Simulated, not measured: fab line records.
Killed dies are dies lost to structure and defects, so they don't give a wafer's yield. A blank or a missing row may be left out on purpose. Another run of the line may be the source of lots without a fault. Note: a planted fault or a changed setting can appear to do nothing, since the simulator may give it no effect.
fab line records    flow n5-finfet    part 2 of 2: steps 27 to 34 of 34
record: lots: 5  wafers: 15  last-day: 16
route steps=1938 shown WELL_APT@44 PMOS_HMC_CHANNEL_EPI@57
lots that met no fault: taken from a fault-free run of the same line
start-h: hours from the record's opening day to when the first of the lot's shown wafers began    wait-h: time in hours since the lot's previous step    " the same as in the row above    L1.1+2: a row that stands for several wafers    - value missing, or start not given    * or withheld: withheld    < > ~ a bound
route shown NAME@n: a module of which the file shows steps, and the number in the route of the first    usual: average and standard deviation across the fault-free wafers    same: alike in all rows    chamber/n: place in a boat    sites: readings site by site    _std_site: how widely they spread, as a standard deviation    _edge_site: inner sites' mean taken away from outer sites' mean    radius-mm: how far each site lies from the wafer's centre    mask NAME#n: copy n    behind: the last tool/chamber to shape the wafer    hold: why the lot went on hold/how many hours it stayed there/how the hold came to an end    device: the n, p or np transistor that did not switch    end of line: the route-end tests of the same wafers    step lacking rows: just its recipe    killed: not the wafer's yield, but the dies lost to structure and defects at the first sort    map: a wafer's dies, marking killed ones x, the rest . and places with no die _
set.NAME: the setting as run; set.NAME@STEP: as run at that earlier step    model.NAME: the simulator's own value behind a step, which no gauge read
lots at some steps of the route; a table a step, a row a wafer
services: when a tool's chamber went out of use (start-h, in hours from the record's first day, below 0 if earlier), for how many hours, and the reason
== steps ==
step: N5_PMOS_HMC_CHANNEL_EPI_HM_OPEN_15
recipe: chemistry: CHF3/O2  target: SiO2  mask-material: CAR-ArF-block  target-depth-a: 406  CHF3_flow_sccm: 50  O2_flow_sccm: 5  Ar_flow_sccm: 200  time-s: 20.3  pressure-mtorr: 30  source-w: 650  bias-w: 170  ion-energy-ev: 200
usual: drypump-motor-current-A: 5.7/0.38  oes-product-au: 0.76/0.052  rf-vpp-V: 524/17  showerhead-plenum-p-Torr: 2.40/0.073  throttle-valve-pct: 18.96/0.27
lot.wafer  tool         chamber  start-h  wait-h  drypump-motor-current-A  oes-product-au  rf-hours-counter-h  rf-vpp-V  showerhead-plenum-p-Torr  throttle-valve-pct
L076.1     rie-diel-01  0        29.73    0.0     5.7                      0.72            205                 542       2.38                      18.77
L076.3     "            1        "        "       5.5                      0.78            135                 503       2.46                      19.21
L076.5     "            0        "        "       5.6                      0.72            -                   543       2.38                      18.78
L082.2     rie-diel-02  0        65.17    0.0     6.3                      0.75            161                 501       2.43                      19.37
L082.4     "            3        "        "       5.4                      0.84            52                  529       2.44                      18.45
L082.6     "            0        "        "       6.2                      0.75            -                   501       2.43                      19.36
L083.3     rie-diel-01  3        71.41    0.0     5.4                      0.75            137                 530       2.43                      18.96
L083.4     "            3        "        "       5.4                      0.75            -                   530       2.43                      18.95
L083.6     "            1        "        "       5.5                      0.77            -                   504       2.45                      19.24
L089.3     rie-diel-03  2        107.55   0.0     6.0                      0.70            227                 518       2.26                      19.16
L089.4     "            3        "        "       5.8                      0.75            169                 492       2.30                      18.89
L089.6     "            1        "        "       6.3                      0.77            -                   529       2.50                      19.19
L094.1     rie-diel-01  1        138.95   0.0     5.5                      0.75            175                 503       2.44                      19.28
L094.4     "            3        "        "       5.5                      0.73            -                   530       2.42                      19.00
L094.6     "            1        "        "       5.5                      0.74            -                   504       2.44                      19.28
step: N5_PMOS_HMC_CHANNEL_EPI_STRIP_33
recipe: chemistry: N2/H2  power-w: 500  temp-c: 40  pressure-mtorr: 50  rf-frequency-hz: 6e+07  overash-fraction: 0.3  bias-power-w: 8  h2-frac: 0.5  n2-flow-sccm: 300  h2-flow-sccm: 300
usual: drypump-motor-current-A: 5.8/0.38  oes-product-au: 0.76/0.051  rf-vpp-V: 54.4/1.6  showerhead-plenum-p-Torr: 3.35/0.1  throttle-valve-pct: 19.0/0.51
same: overash-fraction: 0.3
lot.wafer  tool         chamber  start-h  wait-h  drypump-motor-current-A  oes-product-au  rf-hours-counter-h  rf-vpp-V  showerhead-plenum-p-Torr  throttle-valve-pct
L076.1     rie-diel-01  0        29.78    0.0     5.6                      0.71            205                 54.1      3.33                      18.4
L076.3     "            1        "        "       5.5                      0.77            135                 52.9      3.36                      18.8
L076.5     "            0        "        "       5.7                      0.71            -                   55.4      3.33                      18.4
L082.2     rie-diel-02  0        65.23    0.0     6.3                      0.77            161                 55.1      3.38                      20.1
L082.4     "            3        "        "       5.4                      0.86            52                  53.1      3.40                      18.5
L082.6     "            0        "        "       6.3                      0.76            -                   54.2      3.38                      20.1
L083.3     rie-diel-01  3        71.47    0.0     5.4                      0.77            137                 57.9      3.37                      19.0
L083.4     "            3        "        "       5.4                      0.76            -                   51.5      3.37                      19.0
L083.6     "            1        "        "       5.5                      0.76            -                   55.4      3.35                      18.8
L089.3     rie-diel-03  2        107.60   0.0     6.0                      0.71            227                 53.9      3.15                      19.1
L089.4     "            3        "        "       5.7                      0.74            169                 54.3      3.18                      18.4
L089.6     "            1        "        "       6.3                      0.77            -                   54.9      3.49                      19.3
L094.1     rie-diel-01  1        139.01   0.0     5.5                      0.74            175                 52.7      3.33                      18.8
L094.4     "            3        "        "       5.5                      0.73            -                   56.5      3.35                      19.0
L094.6     "            1        "        "       5.5                      0.73            -                   54.0      3.33                      18.8
step: N5_PMOS_HMC_CHANNEL_EPI_STRIP_17
recipe: chemistry: SPM  time-s: 750  temp-c: 130  h2so4-h2o2-vol-ratio: 4  dry: ipa-marangoni
lot.wafer   tool          chamber  start-h  wait-h
L076.1+3+5  wet-bench-05  7,6,3    29.85    -
L082.2+4+6  wet-bench-05  0,6,7    65.30    -
L083.3+4+6  wet-bench-03  5,1,6    71.53    -
L089.3+4+6  wet-bench-06  0,3,4    107.67   -
L094.1+4+6  wet-bench-05  6,0,7    139.08   -
step: N5_PMOS_HMC_CHANNEL_EPI_ETCH_38
recipe: chemistry: CF4  target: SiO2  target-depth-a: 15  ion-energy-ev: 350  pressure-mtorr: 10  icp-w: 800  bias-w: 400  cf4-flow-sccm: 80
usual: drypump-motor-current-A: 5.9/0.41  he-backside-leak-sccm: 2.8/0.33  oes-product-au: 1.014/0.015  throttle-valve-pct: 21.9/0.3
lot.wafer  tool       chamber  start-h  wait-h  drypump-motor-current-A  he-backside-leak-sccm  oes-product-au  rf-hours-counter-h  throttle-valve-pct
L076.1     rie-si-06  1        30.33    0.0     6.7                      2.3                    1.014           59                  22.5
L076.3     "          2        "        "       5.8                      3.4                    1.003           181                 22.0
L076.5     "          0        "        "       6.6                      2.4                    1.032           -                   22.4
L082.2     rie-si-02  2        65.56    0.0     5.6                      3.4                    1.017           177                 21.8
L082.4     "          3        "        "       6.4                      2.6                    1.004           -                   22.0
L082.6     "          2        "        "       5.6                      3.4                    1.021           -                   21.8
L083.3     rie-si-01  3        71.77    0.0     5.6                      2.9                    1.038           143                 21.7
L083.4     "          3        "        "       5.6                      2.9                    1.036           -                   21.7
L083.6     "          0        "        "       6.0                      2.7                    1.019           -                   21.9
L089.3     rie-si-01  1        107.91   0.0     5.6                      3.1                    1.017           159                 22.2
L089.4     "          2        "        "       5.8                      2.6                    1.023           163                 21.6
L089.6     "          1        "        "       5.6                      3.0                    1.010           -                   22.3
L094.1     rie-si-06  0        139.31   0.0     6.6                      2.5                    1.026           115                 22.4
L094.4     "          1        "        "       6.7                      2.5                    1.022           61                  22.5
L094.6     "          0        "        "       6.6                      2.4                    1.013           -                   22.4
step: N5_PMOS_HMC_CHANNEL_EPI_FIN_RECESS_16
recipe: chemistry: HBr/Cl2  target: Si  mask-material: SiO2  target-depth-a: 540  time-s: 18  pressure-mtorr: 10  icp-w: 800  bias-w: 75  HBr_flow_sccm: 150  Cl2_flow_sccm: 80
usual: drypump-motor-current-A: 5.9/0.41  he-backside-leak-sccm: 2.8/0.36  mfc-cl2-sccm: 80.03/0.24  oes-product-au: 1.013/0.014  throttle-valve-pct: 35.6/0.44
lot.wafer  tool       chamber  start-h  wait-h  drypump-motor-current-A  he-backside-leak-sccm  mfc-cl2-sccm  oes-product-au  rf-hours-counter-h  throttle-valve-pct
L076.1     rie-si-06  1        30.35    0.0     6.7                      2.4                    80.26         1.009           59                  36.2
L076.3     "          2        "        "       5.8                      3.4                    80.03         0.977           181                 35.8
L076.5     "          0        "        "       6.6                      2.4                    79.62         1.027           -                   36.4
L082.2     rie-si-02  2        65.58    0.0     5.6                      3.4                    80.28         0.999           177                 35.6
L082.4     "          3        "        "       6.4                      2.5                    80.00         0.994           -                   36.0
L082.6     "          2        "        "       5.6                      3.4                    80.18         0.996           -                   35.6
L083.3     rie-si-01  3        71.79    0.0     5.6                      2.8                    80.03         1.022           143                 35.7
L083.4     "          3        "        "       5.6                      3.0                    80.13         1.037           -                   35.6
L083.6     "          0        "        "       6.0                      2.6                    79.90         1.021           -                   35.7
L089.3     rie-si-01  1        107.93   0.0     5.6                      3.0                    80.06         1.006           159                 35.9
L089.4     "          2        "        "       5.9                      2.7                    79.77         1.012           163                 34.9
L089.6     "          1        "        "       5.6                      3.0                    79.89         1.013           -                   35.9
L094.1     rie-si-06  0        139.33   0.0     6.6                      2.4                    79.98         1.010           115                 36.4
L094.4     "          1        "        "       6.7                      2.5                    80.02         1.013           61                  36.2
L094.6     "          0        "        "       6.6                      2.4                    80.24         1.010           -                   36.4
step: N5_PMOS_HMC_CHANNEL_EPI_PRECLEAN_36
recipe: chemistry: O3/DIW  time-s: 45  temp-c: 22  o3-ppm: 10
lot.wafer   tool          chamber  start-h  wait-h
L076.1+3+5  wet-bench-06  6,2,3    30.45    0.1
L082.2+4+6  wet-bench-06  0,6,1    65.68    0.1
L083.3+4+6  wet-bench-06  1,7,0    71.89    0.1
L089.3+4+6  wet-bench-03  3,0,7    108.03   0.1
L094.1+4+6  wet-bench-05  0,5,3    139.43   0.1
step: N5_PMOS_HMC_CHANNEL_EPI_PRECLEAN_18
recipe: chemistry: DHF  time-s: 30  temp-c: 25  dilution: withheld
lot.wafer   tool          chamber  start-h  wait-h
L076.1+3+5  wet-bench-06  6,2,3    30.47    0.0
L082.2+4+6  wet-bench-06  0,6,1    65.69    0.0
L083.3+4+6  wet-bench-06  1,7,0    71.90    0.0
L089.3+4+6  wet-bench-03  3,0,7    108.04   0.0
L094.1+4+6  wet-bench-05  0,5,3    139.45   0.0
step: N5_PMOS_HMC_CHANNEL_EPI_SRD_19
recipe: dry: ipa-marangoni  do-ppb: 5  time-s: 30  temp-c: 23  rinse-liquid: diw
lot.wafer   tool          chamber  start-h  wait-h
L076.1+3+5  wet-bench-06  6,2,3    30.48    0.0
L082.2+4+6  wet-bench-06  0,6,1    65.70    0.0
L083.3+4+6  wet-bench-06  1,7,0    71.91    0.0
L089.3+4+6  wet-bench-03  3,0,7    108.05   0.0
L094.1+4+6  wet-bench-05  0,5,3    139.46   0.0
== services ==
tool             chamber  start-h  hours  kind
arfi-scanner-01  -        15.89    1.0    pm
arfi-scanner-01  -        16.89    1.0    pm
rie-si-01        0        24.08    8.2    repair
arfi-scanner-01  -        27.66    1.3    pm
rie-diel-05      -        32.25    0.4    repair
rie-diel-01      0        35.44    40.3   repair
rie-si-06        1        39.84    10.2   repair
arfi-scanner-01  -        40.63    2.3    repair
rie-diel-01      3        44.23    9.5    repair
arfi-scanner-01  -        52.25    1.4    repair
rie-diel-01      2        53.35    6.5    repair
rie-si-02        -        53.90    4.3    repair
rie-si-06        0        54.70    11.8   repair
implanter-01     -        61.07    8.0    repair
rie-si-01        2        66.03    18.4   repair
rie-si-06        1        78.56    15.7   repair
rie-diel-06      1        80.31    8.1    repair
implanter-01     -        91.01    118.4  pm
rie-diel-01      2        96.68    7.6    repair
wet-bench-04     -        96.88    1.9    pm
arfi-scanner-01  -        107.58   0.8    pm
rie-si-01        -        124.96   15.6   pm
rie-diel-01      0        137.19   2.4    repair
wet-bench-04     -        138.91   28.5   repair
